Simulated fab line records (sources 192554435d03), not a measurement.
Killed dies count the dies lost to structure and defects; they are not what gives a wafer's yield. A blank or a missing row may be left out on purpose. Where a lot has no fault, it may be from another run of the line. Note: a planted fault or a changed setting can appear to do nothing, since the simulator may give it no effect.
Matching of chambers    flow n5Finfet    N5_MOL_CONTACT_COAG_ETCH_105 on rieDiel-02 has 4 sister chambers
The step etches SiARC in CF4, target depth 15.6 nm, time 26 s. 18 wafers are shown with their chamber, then 9 later ones without.

WAFERS PAIRED WITH THEIR CHAMBERS
wafer   chamber  drypumpMotorCurrentA (A)  showerheadPlenumPTorr (Torr)  oesProductAu (a.u.)
L075.3  0        5.9                       2.11                          0.58
L075.4  1        5.8                       2.27                          0.75
L075.6  0        5.9                       2.11                          0.58
L081.1  1        5.8                       2.26                          0.73
L081.2  2        6.8                       2.20                          0.59
L081.3  3        5.4                       2.20                          0.59
L081.4  0        5.9                       2.10                          0.57
L081.5  1        5.8                       2.26                          0.73
L081.6  0        5.8                       2.10                          0.57
L082.2  3        5.4                       2.20                          0.59
L082.3  1        5.8                       2.26                          0.73
L082.6  0        5.9                       2.10                          0.57
L084.4  2        6.7                       2.20                          0.59
L084.5  2        6.7                       2.20                          0.59
L084.6  3        5.4                       2.19                          0.59
L087.3  3        5.4                       2.19                          0.59
L087.5  1        5.8                       2.26                          0.71
L087.6  2        6.7                       2.20                          0.59

SIGNATURES (means of the wafers above)
reading                chamber 0  chamber 1  chamber 2  chamber 3  scatter within a chamber
drypumpMotorCurrentA   5.880      5.800      6.725      5.400      0.0333
showerheadPlenumPTorr  2.1040     2.2620     2.2000     2.1950     0.00463
oesProductAu           0.5740     0.7300     0.5900     0.5900     0.00811
Rule: distance of a wafer from a chamber = root of the sum over the readings of ((wafer's reading minus chamber's mean) / reading's scatter) squared. If the next closest chamber is less than 2 further off than the closest, the wafer can't be placed; otherwise it belongs to the closest. How the scatter is found: for the shown wafers, subtract from each reading the mean of its chamber, square and add these, divide the total by (wafers less chambers), then take the root.

WAFERS WITH NO CHAMBER GIVEN
wafer   drypumpMotorCurrentA (A)  showerheadPlenumPTorr (Torr)  oesProductAu (a.u.)
L089.1  5.4                       2.19                          0.58
L089.4  5.4                       2.19                          0.58
L089.6  6.7                       2.20                          0.60
L091.2  5.7                       2.25                          0.71
L091.3  6.7                       2.20                          0.58
L091.6  6.7                       2.20                          0.59
L094.1  6.7                       2.19                          0.57
L094.2  5.9                       2.10                          0.85
L094.4  6.7                       2.19                          0.58

WHICH CHAMBER EACH ONE RAN IN
wafer   from the rows above  in truth
L089.1  3                    3
L089.4  3                    3
L089.6  2                    2
L091.2  1                    1
L091.3  2                    2
L091.6  2                    2
L094.1  2                    2
L094.2  0                    0
L094.4  2                    2
Correct placement for 9 of the 9. Left unplaced by these rows: 0. Placed wrongly: 0.
